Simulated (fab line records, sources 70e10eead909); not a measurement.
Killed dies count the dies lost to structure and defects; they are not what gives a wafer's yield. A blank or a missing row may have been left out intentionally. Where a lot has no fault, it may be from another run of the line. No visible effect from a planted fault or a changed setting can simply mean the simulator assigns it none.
The tool behind it: which one? / flow nand_harc / Sampling: 13 lots, 39 wafers, 5 of 1302 route steps

== WHAT THE GAUGES READ, wafer by wafer ==
NHARC_A_M1_CD_MEAS_16. Usual: 119.9 nm for cd_nm, sd 0.59.
lot=L652; measured=day 23 20:59; on=cd_sem-03; cd_nm (nm)=120.7 120.2 120.5; flag=
lot=L653; measured=day 23 23:04; on=cd_sem-02; cd_nm (nm)=120.1 120.4 120.7; flag=
lot=L654; measured=day 24 03:43; on=cd_sem-01; cd_nm (nm)=119.9 120.8 120.6; flag=
lot=L656; measured=day 25 05:04; on=cd_sem-03; cd_nm (nm)=120.3 119.9 120.6; flag=
lot=L660; measured=day 26 18:32; on=cd_sem-03; cd_nm (nm)=119.7 119.3 119.3; flag=
lot=L662; measured=day 27 15:02; on=cd_sem-01; cd_nm (nm)=120.0 119.9 119.9; flag=
lot=L664; measured=day 27 21:20; on=cd_sem-03; cd_nm (nm)=119.4 120.2 119.1; flag=
lot=L663; measured=day 27 22:57; on=cd_sem-02; cd_nm (nm)=119.6 120.3 120.2; flag=
lot=L667; measured=day 29 14:47; on=cd_sem-03; cd_nm (nm)=120.1 119.1 120.7; flag=
lot=L668; measured=day 29 20:40; on=cd_sem-02; cd_nm (nm)=119.7 120.8 121.2; flag=
lot=L669; measured=day 29 21:02; on=cd_sem-01; cd_nm (nm)=118.5 119.7 119.9; flag=
lot=L666; measured=day 29 22:02; on=cd_sem-03; cd_nm (nm)=120.2 120.0 120.3; flag=
lot=L672; measured=day 32 22:41; on=cd_sem-01; cd_nm (nm)=119.8 120.1 118.9; flag=

NHARC_END_SORT_01. Usual: defect_limited_yield 90.7 %, standard deviation 3; killed_at_array 58, standard deviation 20; killed_at_other 0.9, standard deviation 1.4; killed_at_periphery 4, standard deviation 3.1; killed_dies 63, standard deviation 20; killed_open 3.3, standard deviation 1.8; killed_short 2.4, standard deviation 1.5.
lot=L652; measured=day 25 18:04; on=prober-02; defect_limited_yield (%)=90.0 90.3 92.5; killed_at_array=48 57 43; killed_at_other=7 2 3; killed_at_periphery=13 7 5; killed_dies=68 66 51; killed_open=5 4 1; killed_short=1 2 1; flag=
lot=L653; measured=day 25 18:53; on=prober-01; defect_limited_yield (%)=93.2 93.1 91.9; killed_at_array=41 40 48; killed_at_other=0 0 1; killed_at_periphery=5 7 6; killed_dies=46 47 55; killed_open=5 6 2; killed_short=3 2 3; flag=
lot=L654; measured=day 26 04:16; on=prober-02; defect_limited_yield (%)=90.8 90.0 91.0; killed_at_array=59 66 59; killed_at_other=0 0 1; killed_at_periphery=3 2 1; killed_dies=62 68 61; killed_open=3 3 4; killed_short=1 6 3; flag=
lot=L656; measured=day 26 13:55; on=prober-01; defect_limited_yield (%)=90.1 86.6 90.5; killed_at_array=60 88 59; killed_at_other=1 1 2; killed_at_periphery=6 2 3; killed_dies=67 91 64; killed_open=3 4 1; killed_short=0 2 1; flag=
lot=L660; measured=day 28 09:01; on=prober-02; defect_limited_yield (%)=94.7 95.3 94.8; killed_at_array=33 28 32; killed_at_other=3 3 1; killed_at_periphery=0 1 2; killed_dies=36 32 35; killed_open=2 4 3; killed_short=4 2 3; flag=
lot=L662; measured=day 29 02:30; on=prober-01; defect_limited_yield (%)=88.5 87.6 88.2; killed_at_array=76 79 73; killed_at_other=0 1 3; killed_at_periphery=2 4 4; killed_dies=78 84 80; killed_open=5 2 4; killed_short=5 0 1; flag=
lot=L664; measured=day 29 17:19; on=prober-02; defect_limited_yield (%)=91.7 89.2 88.2; killed_at_array=51 69 72; killed_at_other=1 1 1; killed_at_periphery=4 3 7; killed_dies=56 73 80; killed_open=5 4 6; killed_short=3 4 4; flag=
lot=L663; measured=day 29 16:34; on=prober-01; defect_limited_yield (%)=89.8 90.7 86.7; killed_at_array=65 59 78; killed_at_other=0 0 1; killed_at_periphery=4 4 11; killed_dies=69 63 90; killed_open=7 1 2; killed_short=3 2 4; flag=
lot=L667; measured=day 31 02:40; on=prober-02; defect_limited_yield (%)=91.7 87.7 88.3; killed_at_array=52 80 77; killed_at_other=0 0 2; killed_at_periphery=4 3 0; killed_dies=56 83 79; killed_open=4 6 5; killed_short=2 5 2; flag=
lot=L668; measured=day 31 19:05; on=prober-01; defect_limited_yield (%)=93.9 93.1 90.7; killed_at_array=39 42 58; killed_at_other=0 0 0; killed_at_periphery=2 5 5; killed_dies=41 47 63; killed_open=3 5 3; killed_short=2 0 1; flag=
lot=L669; measured=day 31 12:09; on=prober-02; defect_limited_yield (%)=88.9 89.5 92.2; killed_at_array=67 67 47; killed_at_other=1 1 0; killed_at_periphery=7 3 6; killed_dies=75 71 53; killed_open=4 1 4; killed_short=4 2 3; flag=
lot=L666; measured=day 31 12:00; on=prober-01; defect_limited_yield (%)=91.4 94.1 93.5; killed_at_array=54 37 42; killed_at_other=0 1 0; killed_at_periphery=4 2 2; killed_dies=58 40 44; killed_open=2 0 4; killed_short=1 1 3; flag=
lot=L672; measured=day 34 12:37; on=prober-01; defect_limited_yield (%)=92.6 95.1 92.8; killed_at_array=45 31 40; killed_at_other=0 0 0; killed_at_periphery=5 2 9; killed_dies=50 33 49; killed_open=4 3 7; killed_short=2 1 2; flag=

== WHICH TOOL RAN EACH LOT (tool, then ch and the chambers of the sampled wafers, then the start) ==
lot=L652; NHARC_A_M1_PVD_20=pvd_sputter-02, day 24 01:49 or earlier; NHARC_A_BONDPAD_STRIP_15=rie_diel-04 ch 0,1,2, day 24 01:49; NHARC_A_BONDPAD_DEGAS_25=pvd_sputter-02, day 24 02:22
lot=L653; NHARC_A_M1_PVD_20=pvd_sputter-02, day 24 03:58 or earlier; NHARC_A_BONDPAD_STRIP_15=rie_diel-08 ch 1,2,3, day 24 03:58; NHARC_A_BONDPAD_DEGAS_25=pvd_sputter-01, day 24 04:31
lot=L654; NHARC_A_M1_PVD_20=pvd_sputter-01, day 24 08:56 or earlier; NHARC_A_BONDPAD_STRIP_15=rie_diel-04 ch 0,2,3, day 24 08:56; NHARC_A_BONDPAD_DEGAS_25=pvd_sputter-01, day 24 09:28
lot=L656; NHARC_A_M1_PVD_20=pvd_sputter-01, day 25 09:58 or earlier; NHARC_A_BONDPAD_STRIP_15=rie_diel-08 ch 0,1,3, day 25 09:58; NHARC_A_BONDPAD_DEGAS_25=pvd_sputter-02, day 25 10:30
lot=L660; NHARC_A_M1_PVD_20=pvd_sputter-01, day 26 23:18 or earlier; NHARC_A_BONDPAD_STRIP_15=rie_diel-13 ch 2,3, day 26 23:18; NHARC_A_BONDPAD_DEGAS_25=pvd_sputter-03, day 26 23:50
lot=L662; NHARC_A_M1_PVD_20=pvd_sputter-01, day 27 19:50 or earlier; NHARC_A_BONDPAD_STRIP_15=rie_diel-08 ch 0,1,2, day 27 19:50; NHARC_A_BONDPAD_DEGAS_25=pvd_sputter-03, day 27 20:23
lot=L664; NHARC_A_M1_PVD_20=pvd_sputter-01, day 28 02:11 or earlier; NHARC_A_BONDPAD_STRIP_15=rie_diel-04 ch 0,3, day 28 02:11; NHARC_A_BONDPAD_DEGAS_25=pvd_sputter-03, day 28 02:48
lot=L663; NHARC_A_M1_PVD_20=pvd_sputter-03, day 28 03:49 or earlier; NHARC_A_BONDPAD_STRIP_15=rie_diel-08 ch 0,2,3, day 28 03:49; NHARC_A_BONDPAD_DEGAS_25=pvd_sputter-02, day 28 04:22
lot=L667; NHARC_A_M1_PVD_20=pvd_sputter-02, day 29 19:36 or earlier; NHARC_A_BONDPAD_STRIP_15=rie_diel-04 ch 0,1,3, day 29 19:36; NHARC_A_BONDPAD_DEGAS_25=pvd_sputter-03, day 29 20:10
lot=L668; NHARC_A_M1_PVD_20=pvd_sputter-02, day 30 01:20 or earlier; NHARC_A_BONDPAD_STRIP_15=rie_diel-04 ch 1,3, day 30 01:20; NHARC_A_BONDPAD_DEGAS_25=pvd_sputter-03, day 30 01:53
lot=L669; NHARC_A_M1_PVD_20=pvd_sputter-01, day 30 02:10 or earlier; NHARC_A_BONDPAD_STRIP_15=rie_diel-04 ch 1,3, day 30 02:10; NHARC_A_BONDPAD_DEGAS_25=pvd_sputter-02, day 30 02:43
lot=L666; NHARC_A_M1_PVD_20=pvd_sputter-03, day 30 03:10 or earlier; NHARC_A_BONDPAD_STRIP_15=rie_diel-04 ch 0,1,3, day 30 03:10; NHARC_A_BONDPAD_DEGAS_25=pvd_sputter-03, day 30 03:42
lot=L672; NHARC_A_M1_PVD_20=pvd_sputter-02, day 33 03:29 or earlier; NHARC_A_BONDPAD_STRIP_15=rie_diel-04 ch 0,2,3, day 33 03:29; NHARC_A_BONDPAD_DEGAS_25=pvd_sputter-01, day 33 04:02
- NHARC_A_M1_PVD_20: deposits TaN, target thk 5 nm, time 8.06 s.
- NHARC_A_BONDPAD_STRIP_15: strips in O2.
- NHARC_A_BONDPAD_DEGAS_25: time 60 s.

== AS READ BY THE TOOLS THEMSELVES (means over the sampled wafers that have a number; for cases with no such wafer, the mark the record gives instead) ==
NHARC_A_M1_PVD_20. Usual: 29.8 % for throttle_valve_pct, sd 0.99.
lot=L652; tool=pvd_sputter-02; throttle_valve_pct (%)=30.2; flag=
lot=L653; tool=pvd_sputter-02; throttle_valve_pct (%)=30.3; flag=
lot=L654; tool=pvd_sputter-01; throttle_valve_pct (%)=29.2; flag=
lot=L656; tool=pvd_sputter-01; throttle_valve_pct (%)=29.2; flag=
lot=L660; tool=pvd_sputter-01; throttle_valve_pct (%)=30.0; flag=
lot=L662; tool=pvd_sputter-01; throttle_valve_pct (%)=29.1; flag=
lot=L664; tool=pvd_sputter-01; throttle_valve_pct (%)=30.1; flag=
lot=L663; tool=pvd_sputter-03; throttle_valve_pct (%)=30.1; flag=
lot=L667; tool=pvd_sputter-02; throttle_valve_pct (%)=30.5; flag=
lot=L668; tool=pvd_sputter-02; throttle_valve_pct (%)=30.2; flag=
lot=L669; tool=pvd_sputter-01; throttle_valve_pct (%)=28.7; flag=
lot=L666; tool=pvd_sputter-03; throttle_valve_pct (%)=29.3; flag=
lot=L672; tool=pvd_sputter-02; throttle_valve_pct (%)=30.5; flag=

NHARC_A_BONDPAD_STRIP_15. Usual: chamber_pressure_mTorr 60.00 mTorr, standard deviation 0.054; drypump_motor_current_A 5.73 A, standard deviation 0.28; oes_product_au 1.000 a.u., standard deviation 0.007; rf_vpp_V 57.6 V, standard deviation 0.91; showerhead_plenum_p_Torr 3.46 Torr, standard deviation 0.11; throttle_valve_pct 17.038 %, standard deviation 0.0095.
lot=L652; tool=rie_diel-04; chamber_pressure_mTorr (mTorr)=60.07; drypump_motor_current_A (A)=5.92; oes_product_au (a.u.)=0.996; rf_vpp_V (V)=57.4; showerhead_plenum_p_Torr (Torr)=3.44; throttle_valve_pct (%)=17.034; flag=
lot=L653; tool=rie_diel-08; chamber_pressure_mTorr (mTorr)=60.03; drypump_motor_current_A (A)=5.56; oes_product_au (a.u.)=1.001; rf_vpp_V (V)=58.0; showerhead_plenum_p_Torr (Torr)=3.42; throttle_valve_pct (%)=17.037; flag=
lot=L654; tool=rie_diel-04; chamber_pressure_mTorr (mTorr)=59.97; drypump_motor_current_A (A)=5.96; oes_product_au (a.u.)=1.003; rf_vpp_V (V)=57.8; showerhead_plenum_p_Torr (Torr)=3.45; throttle_valve_pct (%)=17.034; flag=
lot=L656; tool=rie_diel-08; chamber_pressure_mTorr (mTorr)=60.03; drypump_motor_current_A (A)=5.43; oes_product_au (a.u.)=1.003; rf_vpp_V (V)=57.9; showerhead_plenum_p_Torr (Torr)=3.40; throttle_valve_pct (%)=17.039; flag=
lot=L660; tool=rie_diel-13; chamber_pressure_mTorr (mTorr)=60.04; drypump_motor_current_A (A)=6.25; oes_product_au (a.u.)=0.996; rf_vpp_V (V)=58.2; showerhead_plenum_p_Torr (Torr)=3.59; throttle_valve_pct (%)=17.038; flag=
lot=L662; tool=rie_diel-08; chamber_pressure_mTorr (mTorr)=59.99; drypump_motor_current_A (A)=5.55; oes_product_au (a.u.)=1.002; rf_vpp_V (V)=57.1; showerhead_plenum_p_Torr (Torr)=3.42; throttle_valve_pct (%)=17.051; flag=
lot=L664; tool=rie_diel-04; chamber_pressure_mTorr (mTorr)=60.03; drypump_motor_current_A (A)=5.82; oes_product_au (a.u.)=0.995; rf_vpp_V (V)=58.2; showerhead_plenum_p_Torr (Torr)=3.54; throttle_valve_pct (%)=17.037; flag=
lot=L663; tool=rie_diel-08; chamber_pressure_mTorr (mTorr)=60.06; drypump_motor_current_A (A)=5.45; oes_product_au (a.u.)=1.000; rf_vpp_V (V)=57.7; showerhead_plenum_p_Torr (Torr)=3.46; throttle_valve_pct (%)=17.038; flag=
lot=L667; tool=rie_diel-04; chamber_pressure_mTorr (mTorr)=60.00; drypump_motor_current_A (A)=5.76; oes_product_au (a.u.)=1.005; rf_vpp_V (V)=58.0; showerhead_plenum_p_Torr (Torr)=3.52; throttle_valve_pct (%)=17.040; flag=
lot=L668; tool=rie_diel-04; chamber_pressure_mTorr (mTorr)=49.21; drypump_motor_current_A (A)=5.73; oes_product_au (a.u.)=0.993; rf_vpp_V (V)=57.2; showerhead_plenum_p_Torr (Torr)=3.57; throttle_valve_pct (%)=17.036; flag=OFF
lot=L669; tool=rie_diel-04; chamber_pressure_mTorr (mTorr)=49.25; drypump_motor_current_A (A)=5.74; oes_product_au (a.u.)=0.998; rf_vpp_V (V)=57.9; showerhead_plenum_p_Torr (Torr)=3.59; throttle_valve_pct (%)=17.041; flag=OFF
lot=L666; tool=rie_diel-04; chamber_pressure_mTorr (mTorr)=49.26; drypump_motor_current_A (A)=5.79; oes_product_au (a.u.)=0.997; rf_vpp_V (V)=57.5; showerhead_plenum_p_Torr (Torr)=3.52; throttle_valve_pct (%)=17.039; flag=OFF
lot=L672; tool=rie_diel-04; chamber_pressure_mTorr (mTorr)=60.03; drypump_motor_current_A (A)=5.95; oes_product_au (a.u.)=0.999; rf_vpp_V (V)=58.0; showerhead_plenum_p_Torr (Torr)=3.44; throttle_valve_pct (%)=17.041; flag=

NHARC_A_BONDPAD_DEGAS_25. Usual: 447 W for heater_power_w, sd 28.
lot=L652; tool=pvd_sputter-02; heater_power_w (W)=470; flag=
lot=L653; tool=pvd_sputter-01; heater_power_w (W)=439; flag=
lot=L654; tool=pvd_sputter-01; heater_power_w (W)=435; flag=
lot=L656; tool=pvd_sputter-02; heater_power_w (W)=454; flag=
lot=L660; tool=pvd_sputter-03; heater_power_w (W)=468; flag=
lot=L662; tool=pvd_sputter-03; heater_power_w (W)=458; flag=
lot=L664; tool=pvd_sputter-03; heater_power_w (W)=426; flag=
lot=L663; tool=pvd_sputter-02; heater_power_w (W)=466; flag=
lot=L667; tool=pvd_sputter-03; heater_power_w (W)=453; flag=
lot=L668; tool=pvd_sputter-03; heater_power_w (W)=465; flag=
lot=L669; tool=pvd_sputter-02; heater_power_w (W)=466; flag=
lot=L666; tool=pvd_sputter-03; heater_power_w (W)=444; flag=
lot=L672; tool=pvd_sputter-01; heater_power_w (W)=440; flag=

== THE ANSWER, worked out from the rows above alone ==
Rule: a lot counts as off when the mean over its wafers that have a number is more than 3 standard deviations away from the usual mean. A lot without any number at a reading at which 4 lots or more have one is off too. The other lots that the step has rows for count as sound. Order of review: gauges by route order, followed by the tools' own readings, for which a lot's mean as printed above is used. The first step at which some lot is off is used, and at that step the reading that is off furthest; a lot without a number counts as furthest.
Off, at NHARC_A_BONDPAD_STRIP_15 on chamber_pressure_mTorr: L668, L669, L666.
A tool fits if, at that step or a process step before it, it ran every lot that is off, and no sound lot after the first of them. NHARC_A_M1_PVD_20 gives no start for some lots, so the hours and the order of its lots are those of NHARC_A_BONDPAD_STRIP_15. Not one of the candidates tried fits.

== WHAT THE SIMULATOR HAD INSERTED ==
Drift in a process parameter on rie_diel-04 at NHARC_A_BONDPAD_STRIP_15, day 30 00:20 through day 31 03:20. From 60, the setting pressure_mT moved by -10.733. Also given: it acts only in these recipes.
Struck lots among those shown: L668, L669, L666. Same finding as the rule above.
